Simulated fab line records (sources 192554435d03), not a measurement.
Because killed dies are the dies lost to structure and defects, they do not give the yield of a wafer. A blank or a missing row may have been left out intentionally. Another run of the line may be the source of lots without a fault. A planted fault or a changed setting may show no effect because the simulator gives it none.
Split-lot experiment || flow n5Finfet || 21 wafers read across 7 lots, on a route 1938 steps long

== THE SPLIT ITSELF ==
At N5_BEOL_M2_COAT_73 (time 60 s, resist thk 5 nm), the setting spinRpm was moved away from the recipe's 1500 rpm on 6 of the 21 wafers read, by -6.0% to +10.5%. The other wafers ran this setting at the recipe's value.

== FROM THE SPLIT TO THE READING: what the file shows between them, 3 steps ==
- N5_BEOL_M2_COAT_05: resist thk 30 nm
- N5_BEOL_M2_EBR_07
- N5_BEOL_M2_DESCUM_16: chemistry O2, time 7 s

== THE READING ==
etch.depthNm (the simulator's own value, which no gauge read), in nm, at N5_BEOL_M2_ETCH_74 (etches underlayer in N2/H2, target depth 6.5 nm, time 5.2 s). The file gives no usual value for it. Across the 15 wafers here that went through the recipe, the average is 4.995 nm and the standard deviation 0.0076 nm.

{"wafer": "L081.1", "tool, chamber at the split": "lithoTrack-01, 0", "spinRpm as run, rpm": 1657, "against the recipe": "+10.5%", "etch.depthNm, nm": 4.73, "against lot-mates on the recipe": -0.268}
{"wafer": "L081.3", "tool, chamber at the split": "lithoTrack-01, 0", "spinRpm as run, rpm": 1500, "against the recipe": "recipe", "etch.depthNm, nm": 4.994, "against lot-mates on the recipe": "-"}
{"wafer": "L081.6", "tool, chamber at the split": "lithoTrack-01, 0", "spinRpm as run, rpm": 1500, "against the recipe": "recipe", "etch.depthNm, nm": 5.002, "against lot-mates on the recipe": "-"}
{"wafer": "L084.4", "tool, chamber at the split": "lithoTrack-05, 0", "spinRpm as run, rpm": 1500, "against the recipe": "recipe", "etch.depthNm, nm": 4.992, "against lot-mates on the recipe": "-"}
{"wafer": "L084.5", "tool, chamber at the split": "lithoTrack-05, 0", "spinRpm as run, rpm": 1500, "against the recipe": "recipe", "etch.depthNm, nm": 5, "against lot-mates on the recipe": "-"}
{"wafer": "L084.6", "tool, chamber at the split": "lithoTrack-05, 0", "spinRpm as run, rpm": 1599, "against the recipe": "+6.6%", "etch.depthNm, nm": 4.836, "against lot-mates on the recipe": -0.160}
{"wafer": "L087.1", "tool, chamber at the split": "lithoTrack-02, 0", "spinRpm as run, rpm": 1410, "against the recipe": "-6.0%", "etch.depthNm, nm": 5.143, "against lot-mates on the recipe": "+0.155"}
{"wafer": "L087.4", "tool, chamber at the split": "lithoTrack-02, 0", "spinRpm as run, rpm": 1500, "against the recipe": "recipe", "etch.depthNm, nm": 4.987, "against lot-mates on the recipe": "-"}
{"wafer": "L087.5", "tool, chamber at the split": "lithoTrack-02, 0", "spinRpm as run, rpm": 1500, "against the recipe": "recipe", "etch.depthNm, nm": 4.988, "against lot-mates on the recipe": "-"}
{"wafer": "L088.2", "tool, chamber at the split": "lithoTrack-01, 0", "spinRpm as run, rpm": 1500, "against the recipe": "recipe", "etch.depthNm, nm": 4.996, "against lot-mates on the recipe": "-"}
{"wafer": "L088.5", "tool, chamber at the split": "lithoTrack-01, 0", "spinRpm as run, rpm": 1590, "against the recipe": "+6.0%", "etch.depthNm, nm": 4.844, "against lot-mates on the recipe": -0.152}
{"wafer": "L088.6", "tool, chamber at the split": "lithoTrack-01, 0", "spinRpm as run, rpm": 1590, "against the recipe": "+6.0%", "etch.depthNm, nm": 4.85, "against lot-mates on the recipe": -0.146}
{"wafer": "L089.3", "tool, chamber at the split": "lithoTrack-01, 0", "spinRpm as run, rpm": 1500, "against the recipe": "recipe", "etch.depthNm, nm": 5.007, "against lot-mates on the recipe": "-"}
{"wafer": "L089.5", "tool, chamber at the split": "lithoTrack-01, 0", "spinRpm as run, rpm": 1500, "against the recipe": "recipe", "etch.depthNm, nm": 4.994, "against lot-mates on the recipe": "-"}
{"wafer": "L089.6", "tool, chamber at the split": "lithoTrack-01, 0", "spinRpm as run, rpm": 1500, "against the recipe": "recipe", "etch.depthNm, nm": 4.998, "against lot-mates on the recipe": "-"}
{"wafer": "L095.1", "tool, chamber at the split": "lithoTrack-02, 0", "spinRpm as run, rpm": 1500, "against the recipe": "recipe", "etch.depthNm, nm": 4.996, "against lot-mates on the recipe": "-"}
{"wafer": "L095.3", "tool, chamber at the split": "lithoTrack-02, 0", "spinRpm as run, rpm": 1500, "against the recipe": "recipe", "etch.depthNm, nm": 5.002, "against lot-mates on the recipe": "-"}
{"wafer": "L095.6", "tool, chamber at the split": "lithoTrack-02, 0", "spinRpm as run, rpm": 1500, "against the recipe": "recipe", "etch.depthNm, nm": 5.008, "against lot-mates on the recipe": "-"}
{"wafer": "L097.1", "tool, chamber at the split": "lithoTrack-01, 0", "spinRpm as run, rpm": 1500, "against the recipe": "recipe", "etch.depthNm, nm": 4.979, "against lot-mates on the recipe": "-"}
{"wafer": "L097.5", "tool, chamber at the split": "lithoTrack-01, 0", "spinRpm as run, rpm": 1432, "against the recipe": "-4.5%", "etch.depthNm, nm": 5.096, "against lot-mates on the recipe": "+0.112"}
{"wafer": "L097.6", "tool, chamber at the split": "lithoTrack-01, 0", "spinRpm as run, rpm": 1500, "against the recipe": "recipe", "etch.depthNm, nm": 4.989, "against lot-mates on the recipe": "-"}

FIT RESULTS
A straight line over all 21 wafers: etch.depthNm changes by -0.0246 nm for each +1% of spinRpm; r = -1.00; the points scatter about the line by 0.0075 nm.
The same after taking each lot's own level away (the mean of its wafers on the recipe; 21 wafers): -0.0252 nm for each +1%; r = -1.00; scatter 0.0045 nm.
Per that fit: largest spinRpm move, reading shift of 0.26 nm.
Across the lots, their own levels run from 4.9840 to 5.0020 nm, a range of 2.4 times the standard deviation given above.
Consequently the slope shifts little with the lot-to-lot level, the two slopes agreeing.
Check: -0.26 nm against its lot-mates is what the line predicts for one of the wafers moved furthest among these (+10.5%) when that wafer is left out of the fit. Against them it came out at -0.268 nm.

== THESE WAFERS: OTHER SPLITS ==
Note: prior to the reading, these wafers also went through further splits. Each is held against what the fit with the lots' levels taken away leaves over:
{"other split on the same wafers": "N5_BEOL_M0_SAQP_EXPOSE_37 doseMj", "wafers away from the commonest value": 6, "r with etch.depthNm (lot level and that fit taken away)": "+0.08"}
{"other split on the same wafers": "N5_BEOL_M0_CUTY_EXPOSE_54 doseMj", "wafers away from the commonest value": 9, "r with etch.depthNm (lot level and that fit taken away)": "+0.08"}
{"other split on the same wafers": "N5_BEOL_M0_ETCH_138 sourceW", "wafers away from the commonest value": 6, "r with etch.depthNm (lot level and that fit taken away)": -0.14}

== FILE'S OWN FIT ==
etch.depthNm changes by -0.0252 nm for each +1% of spinRpm, r = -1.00.
